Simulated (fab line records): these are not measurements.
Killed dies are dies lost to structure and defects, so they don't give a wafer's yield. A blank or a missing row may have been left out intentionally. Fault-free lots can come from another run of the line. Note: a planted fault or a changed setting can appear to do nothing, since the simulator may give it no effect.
Which tool was responsible?	flow n5_finfet	24 lots with 72 wafers sampled at 6 steps, on a route of 1938 steps

== WHAT THE GAUGES SHOWED, per wafer ==
N5_STI_FIN_REVEAL_THK_MEAS_05. Usual: thk_nm at 131.8 nm, with a standard deviation of 1.3.
lot	measured	on	thk_nm (nm)	flag
L074	day 2 10:48	film_metro-01	131.4 132.7 129.5	
L075	day 2 16:51	film_metro-01	130.6 132.6 132.0	
L076	day 2 22:17	film_metro-02	131.1 131.7 130.1	
L077	day 3 03:27	film_metro-02	133.4 131.5 132.0	
L078	day 3 09:21	film_metro-02	130.2 130.4 130.8	
L079	day 3 15:32	film_metro-01	131.3 132.5 132.8	
L080	day 4 01:37	film_metro-02	130.7 131.4 132.2	
L081	day 4 03:24	film_metro-01	132.7 129.1 130.1	
L082	day 4 11:14	film_metro-02	132.6 134.1 130.3	
L083	day 4 17:01	film_metro-02	129.1 130.9 131.9	
L084	day 4 22:29	film_metro-01	131.8 131.0 132.2	
L085	day 5 05:54	film_metro-02	131.9 132.5 132.6	
L086	day 5 10:28	film_metro-01	130.1 132.9 129.9	
L087	day 5 17:35	film_metro-02	133.0 134.2 132.6	
L088	day 5 21:15	film_metro-02	131.8 130.7 131.6	
L089	day 6 03:58	film_metro-01	131.1 133.2 132.5	
L090	day 6 09:59	film_metro-02	132.5 134.2 133.4	
L091	day 6 15:57	film_metro-01	131.3 130.6 132.0	
L092	day 6 21:39	film_metro-02	129.8 130.2 130.9	
L093	day 7 04:17	film_metro-02	130.4 130.4 130.2	
L094	day 7 09:08	film_metro-02	134.8 131.8 132.4	
L095	day 7 15:19	film_metro-01	130.9 131.0 132.5	
L096	day 7 21:55	film_metro-01	133.4 134.0 133.7	
L097	day 8 04:40	film_metro-01	131.8 133.2 132.5	

== TOOL THAT RAN EACH LOT (tool first, then ch and the chambers of the sampled wafers, then the start) ==
lot	N5_FIN_SAQP_MANDREL_ETCH_58	N5_FIN_SAQP_MANDREL2_REMOVE_60	N5_FIN_SAQP_FIN_ETCH_36	N5_FIN_CUT_CUT_ETCH_15	N5_STI_FIN_REVEAL_ALD_00
L074	rie_si-05 ch 0,1,2, day 2 00:37	rie_si-05 ch 0,1,2, day 2 01:53	rie_si-02 ch 0,1,2, day 2 02:20	rie_si-04 ch 1,2,3, day 2 05:05	ald_sin-03 ch 0,1,3, day 2 05:25
L075	rie_si-02 ch 0,1,3, day 2 06:50	rie_si-05 ch 2,3, day 2 08:12	rie_si-02 ch 0,1,3, day 2 08:38	rie_si-04 ch 0,2,3, day 2 09:59	ald_sin-02 ch 0,1,2, day 2 10:52
L076	rie_si-03 ch 0,2, day 2 13:10	rie_si-02 ch 1,2,3, day 2 14:41	rie_si-03 ch 0,3, day 2 15:08	rie_si-06 ch 0,2, day 2 16:34	ald_sin-04 ch 1,2,3, day 2 16:53
L077	rie_si-05 ch 0,1,3, day 2 18:22	rie_si-02 ch 1,3, day 2 19:47	rie_si-03 ch 1,2,3, day 2 20:14	rie_si-04 ch 1,2,3, day 2 21:40	ald_sin-02 ch 0,1,2, day 2 22:04
L078	rie_si-03 ch 0,2,3, day 3 00:22	rie_si-05 ch 0,1, day 3 01:36	rie_si-02 ch 2,3, day 3 02:02	rie_si-04 ch 0,2,3, day 3 03:35	ald_sin-04 ch 0,1,3, day 3 03:57
L079	rie_si-05 ch 0,1,2, day 3 06:24	rie_si-05 ch 0,2,3, day 3 07:56	rie_si-03 ch 0,1,3, day 3 08:23	rie_si-06 ch 0,1, day 3 09:41	ald_sin-02 ch 0,1,2, day 3 10:09
L080	rie_si-05 ch 0,1, day 3 15:09	rie_si-02 ch 1,2,3, day 3 16:33	rie_si-05 ch 0,2,3, day 3 17:00	rie_si-01 ch 0,1, day 3 19:52	ald_sin-04 ch 2,3, day 3 20:13
L081	rie_si-02 ch 1,2,3, day 3 17:52	rie_si-03 ch 0,2,3, day 3 19:19	rie_si-05 ch 0,1,3, day 3 19:46	rie_si-04 ch 0,1, day 3 21:26	ald_sin-02 ch 1,3, day 3 22:01
L082	rie_si-02 ch 1,2,3, day 4 02:20	rie_si-05 ch 0,1, day 4 03:35	rie_si-03 ch 0,2,3, day 4 04:01	rie_si-04 ch 0,2,3, day 4 05:29	ald_sin-03 ch 0,1,3, day 4 05:52
L083	rie_si-02 ch 0,1,2, day 4 07:13	rie_si-03 ch 1,3, day 4 08:31	rie_si-02 ch 2,3, day 4 08:58	rie_si-04 ch 1,3, day 4 10:25	ald_sin-04 ch 1,2, day 4 10:48
L084	rie_si-05 ch 2,3, day 4 12:26	rie_si-02 ch 1,2,3, day 4 13:43	rie_si-03 ch 0,1,2, day 4 14:10	rie_si-06 ch 0,1,3, day 4 16:05	ald_sin-04 ch 0,1,3, day 4 17:06
L085	rie_si-05 ch 0,2,3, day 4 20:41	rie_si-03 ch 1,2,3, day 4 21:59	rie_si-02 ch 0,1,2, day 4 22:40	rie_si-01 ch 0,2, day 5 00:05	ald_sin-04 ch 1,2,3, day 5 00:30
L086	rie_si-05 ch 0,2,3, day 5 00:41	rie_si-05 ch 0,1,3, day 5 01:56	rie_si-03 ch 0,1,3, day 5 02:22	rie_si-06 ch 1,2,3, day 5 03:41	ald_sin-03 ch 0,1,2, day 5 05:05
L087	rie_si-05 ch 1,2,3, day 5 08:10	rie_si-02 ch 0,2, day 5 09:31	rie_si-05 ch 0,1,2, day 5 10:03	rie_si-06 ch 0,2, day 5 11:52	ald_sin-04 ch 1,2,3, day 5 12:11
L088	rie_si-02 ch 0,2,3, day 5 12:01	rie_si-03 ch 2,3, day 5 13:22	rie_si-05 ch 1,2,3, day 5 13:49	rie_si-01 ch 1,3, day 5 15:33	ald_sin-04 ch 2,3, day 5 15:52
L089	rie_si-02 ch 0,2,3, day 5 18:50	rie_si-02 ch 0,2,3, day 5 20:26	rie_si-05 ch 0,1,2, day 5 20:56	rie_si-04 ch 0,1,3, day 5 22:16	ald_sin-03 ch 0,1,2, day 5 22:34
L090	rie_si-05 ch 2,3, day 6 00:21	rie_si-05 ch 1,2,3, day 6 01:37	rie_si-02 ch 1,2,3, day 6 02:03	rie_si-04 ch 0,1,3, day 6 03:37	ald_sin-03 ch 0,1,2, day 6 04:01
L091	rie_si-05 ch 0,1,3, day 6 06:32	rie_si-02 ch 0,3, day 6 07:47	rie_si-05 ch 0,1,2, day 6 08:13	rie_si-06 ch 1,2,3, day 6 09:39	ald_sin-04 ch 0,1, day 6 09:58
L092	rie_si-02 ch 0,1,2, day 6 12:46	rie_si-02 ch 1,2,3, day 6 14:02	rie_si-05 ch 0,2,3, day 6 14:29	rie_si-04 ch 0,1,2, day 6 15:56	ald_sin-03 ch 1,2,3, day 6 16:16
L093	rie_si-05 ch 2,3, day 6 18:55	rie_si-02 ch 0,1,2, day 6 20:11	rie_si-03 ch 0,2,3, day 6 20:40	rie_si-04 ch 0,1, day 6 22:09	ald_sin-04 ch 0,1,2, day 6 22:53
L094	rie_si-02 ch 0,1,2, day 7 00:10	rie_si-02 ch 0,2,3, day 7 01:25	rie_si-02 ch 0,1,2, day 7 01:52	rie_si-04 ch 0,2,3, day 7 03:10	ald_sin-02 ch 1,2,3, day 7 03:45
L095	rie_si-05 ch 1,2,3, day 7 06:07	rie_si-03 ch 2,3, day 7 07:32	rie_si-02 ch 0,1,3, day 7 07:59	rie_si-04 ch 0,1,3, day 7 09:36	ald_sin-03 ch 1,2,3, day 7 09:56
L096	rie_si-05 ch 2,3, day 7 12:38	rie_si-05 ch 0,1,2, day 7 13:52	rie_si-03 ch 0,3, day 7 14:19	rie_si-04 ch 0,1,3, day 7 15:50	ald_sin-04 ch 2,3, day 7 16:31
L097	rie_si-03 ch 0,3, day 7 19:27	rie_si-03 ch 0,3, day 7 21:04	rie_si-02 ch 0,2,3, day 7 21:39	rie_si-06 ch 0,1, day 7 22:58	ald_sin-04 ch 1,2, day 7 23:17
- N5_FIN_SAQP_MANDREL_ETCH_58: etches a-Si in HBr/Cl2, stops on SiNx, target depth 45 nm, bt time 10 s, time 27 s.
- N5_FIN_SAQP_MANDREL2_REMOVE_60: chemistry HBr/Cl2/O2, target a-Si, stops on SiNx, bt time 10 s.
- N5_FIN_SAQP_FIN_ETCH_36: etches the open film in HBr/Cl2/O2, target depth 120 nm, time 50.4 s.
- N5_FIN_CUT_CUT_ETCH_15: etches Si in HBr/Cl2/O2, target depth 100 nm, bt time 10 s, time 42.4 s.
- N5_STI_FIN_REVEAL_ALD_00: deposits SiO2, target thk 1 nm, pulse time 1 s.

== AS READ BY THE TOOLS THEMSELVES (means over the sampled wafers that have a number; for cases with no such wafer, the mark the record gives instead) ==
N5_FIN_SAQP_MANDREL_ETCH_58. Usual: drypump_motor_current_A 5.9 A, standard deviation 0.45; oes_product_au 0.698 a.u., standard deviation 0.011; throttle_valve_pct 35.64 %, standard deviation 0.22.
lot	tool	drypump_motor_current_A (A)	oes_product_au (a.u.)	throttle_valve_pct (%)	flag
L074	rie_si-05	6.0	0.697	35.70	
L075	rie_si-02	6.1	0.700	35.58	
L076	rie_si-03	5.6	0.690	35.31	
L077	rie_si-05	6.2	0.691	35.76	
L078	rie_si-03	5.6	0.687	35.45	
L079	rie_si-05	6.0	0.699	35.70	
L080	rie_si-05	6.2	0.702	35.75	
L081	rie_si-02	5.9	0.683	35.61	
L082	rie_si-02	5.9	0.693	35.59	
L083	rie_si-02	6.0	0.689	35.51	
L084	rie_si-05	5.7	0.710	35.82	
L085	rie_si-05	5.7	0.701	35.84	
L086	rie_si-05	5.7	0.701	35.84	
L087	rie_si-05	5.9	0.704	35.70	
L088	rie_si-02	6.2	0.696	35.47	
L089	rie_si-02	6.2	0.696	35.44	
L090	rie_si-05	5.7	0.698	35.84	
L091	rie_si-05	6.2	0.698	35.74	
L092	rie_si-02	5.9	0.694	35.50	
L093	rie_si-05	5.7	0.698	35.84	
L094	rie_si-02	6.0	0.695	35.50	
L095	rie_si-05	5.9	0.696	35.71	
L096	rie_si-05	5.7	0.700	35.84	
L097	rie_si-03	5.4	0.687	35.33	

N5_FIN_SAQP_MANDREL2_REMOVE_60. Usual: drypump_motor_current_A 5.9 A, standard deviation 0.43; oes_product_au 0.999 a.u., standard deviation 0.015; throttle_valve_pct 36.70 %, standard deviation 0.24.
lot	tool	drypump_motor_current_A (A)	oes_product_au (a.u.)	throttle_valve_pct (%)	flag
L074	rie_si-05	6.0	1.009	36.84	
L075	rie_si-05	5.7	1.000	36.98	
L076	rie_si-02	6.0	1.000	36.73	
L077	rie_si-02	6.1	1.014	36.81	
L078	rie_si-05	6.5	0.994	36.76	
L079	rie_si-05	5.7	1.006	36.97	
L080	rie_si-02	5.9	0.999	36.73	
L081	rie_si-03	5.5	0.986	36.57	
L082	rie_si-05	6.5	0.985	36.76	
L083	rie_si-03	5.5	0.987	36.58	
L084	rie_si-02	5.9	0.996	36.72	
L085	rie_si-03	5.5	0.991	36.68	
L086	rie_si-05	6.2	1.002	36.88	
L087	rie_si-02	6.0	0.995	36.48	
L088	rie_si-03	5.5	0.994	36.70	
L089	rie_si-02	6.2	1.000	36.57	
L090	rie_si-05	5.9	1.003	36.84	
L091	rie_si-02	6.3	1.016	36.65	
L092	rie_si-02	6.0	1.003	36.72	
L093	rie_si-02	6.0	1.003	36.64	
L094	rie_si-02	6.2	1.005	36.57	
L095	rie_si-03	5.5	0.988	36.70	
L096	rie_si-05	6.0	0.999	36.85	
L097	rie_si-03	5.5	0.981	36.35	

N5_FIN_SAQP_FIN_ETCH_36. Usual: drypump_motor_current_A 5.9 A, standard deviation 0.41; oes_product_au 0.997 a.u., standard deviation 0.016; throttle_valve_pct 36.01 %, standard deviation 0.24.
lot	tool	drypump_motor_current_A (A)	oes_product_au (a.u.)	throttle_valve_pct (%)	flag
L074	rie_si-02	5.9	0.999	35.94	
L075	rie_si-02	6.1	1.008	36.02	
L076	rie_si-03	5.5	0.994	35.78	
L077	rie_si-03	5.5	0.991	35.99	
L078	rie_si-02	6.2	1.001	36.00	
L079	rie_si-03	5.5	0.984	35.77	
L080	rie_si-05	5.7	0.994	36.32	
L081	rie_si-05	6.2	0.995	36.21	
L082	rie_si-03	5.6	0.981	35.91	
L083	rie_si-02	6.2	0.996	36.01	
L084	rie_si-03	5.5	0.985	35.89	
L085	rie_si-02	5.9	1.004	35.95	
L086	rie_si-03	5.5	0.980	35.77	
L087	rie_si-05	6.0	1.007	36.16	
L088	rie_si-05	5.9	1.005	36.16	
L089	rie_si-05	6.0	1.009	36.15	
L090	rie_si-02	6.0	0.987	36.06	
L091	rie_si-05	6.0	1.010	36.16	
L092	rie_si-05	5.7	0.999	36.31	
L093	rie_si-03	5.5	0.985	35.92	
L094	rie_si-02	5.9	1.010	35.94	
L095	rie_si-02	6.1	1.012	36.04	
L096	rie_si-03	5.4	0.979	35.80	
L097	rie_si-02	6.2	1.001	35.90	

N5_FIN_CUT_CUT_ETCH_15. Usual: drypump_motor_current_A 5.6 A, standard deviation 0.55; oes_product_au 0.998 a.u., standard deviation 0.01; throttle_valve_pct 37.22 %, standard deviation 0.25.
lot	tool	drypump_motor_current_A (A)	oes_product_au (a.u.)	throttle_valve_pct (%)	flag
L074	rie_si-04	5.3	1.004	37.26	
L075	rie_si-04	5.4	0.998	37.38	
L076	rie_si-06	6.2	0.997	37.11	
L077	rie_si-04	5.3	1.000	37.25	
L078	rie_si-04	5.4	0.998	37.37	
L079	rie_si-06	6.4	1.003	37.24	
L080	rie_si-01	5.5	0.985	36.73	
L081	rie_si-04	5.4	0.996	37.17	
L082	rie_si-04	5.4	1.000	37.38	
L083	rie_si-04	5.0	0.995	37.34	
L084	rie_si-06	6.0	0.993	37.29	
L085	rie_si-01	5.9	1.004	37.22	
L086	rie_si-06	5.9	0.995	37.24	
L087	rie_si-06	6.3	1.003	37.16	
L088	rie_si-01	5.6	0.991	36.62	
L089	rie_si-04	5.2	0.995	37.24	
L090	rie_si-04	5.2	0.999	37.25	
L091	rie_si-06	5.9	0.990	37.23	
L092	rie_si-04	5.5	1.003	37.16	
L093	rie_si-04	5.3	1.004	37.03	
L094	rie_si-04	5.4	0.997	37.38	
L095	rie_si-04	5.2	0.992	37.24	
L096	rie_si-04	5.2	0.997	37.25	
L097	rie_si-06	6.3	0.999	37.25	

N5_STI_FIN_REVEAL_ALD_00. Usual: heater_power_w 470 W, standard deviation 65; precursor_pulse_height_rel 1.002, standard deviation 0.019.
lot	tool	heater_power_w (W)	precursor_pulse_height_rel	flag
L074	ald_sin-03	494	0.987	
L075	ald_sin-02	468	0.988	
L076	ald_sin-04	477	1.008	
L077	ald_sin-02	468	0.998	
L078	ald_sin-04	408	0.998	
L079	ald_sin-02	465	1.003	
L080	ald_sin-04	445	0.995	
L081	ald_sin-02	488	1.010	
L082	ald_sin-03	501	1.005	
L083	ald_sin-04	512	1.017	
L084	ald_sin-04	408	1.010	
L085	ald_sin-04	478	1.020	
L086	ald_sin-03	516	1.006	
L087	ald_sin-04	481	0.989	
L088	ald_sin-04	454	1.013	
L089	ald_sin-03	517	0.990	
L090	ald_sin-03	519	0.991	
L091	ald_sin-04	439	0.995	
L092	ald_sin-03	521	1.008	
L093	ald_sin-04	468	1.000	
L094	ald_sin-02	473	1.001	
L095	ald_sin-03	512	1.002	
L096	ald_sin-04	451	0.997	
L097	ald_sin-04	510	1.017	

== THE ANSWER, worked out from the rows above alone ==
Rule: a lot counts as off when the mean over its wafers that have a number is more than 3 standard deviations away from the usual mean. Also off: a lot with no number at a reading for which 4 or more lots have one. The other lots that the step has rows for count as sound. Order of review: gauges by route order, followed by the tools' own readings, for which a lot's mean as printed above is used. At the first step where some lot is off, the reading lying furthest off is the one used; lots without a number count as furthest.
None of the lots is off at any reading shown; this tells nothing.

== WHAT THE SIMULATOR HAD PUT IN ==
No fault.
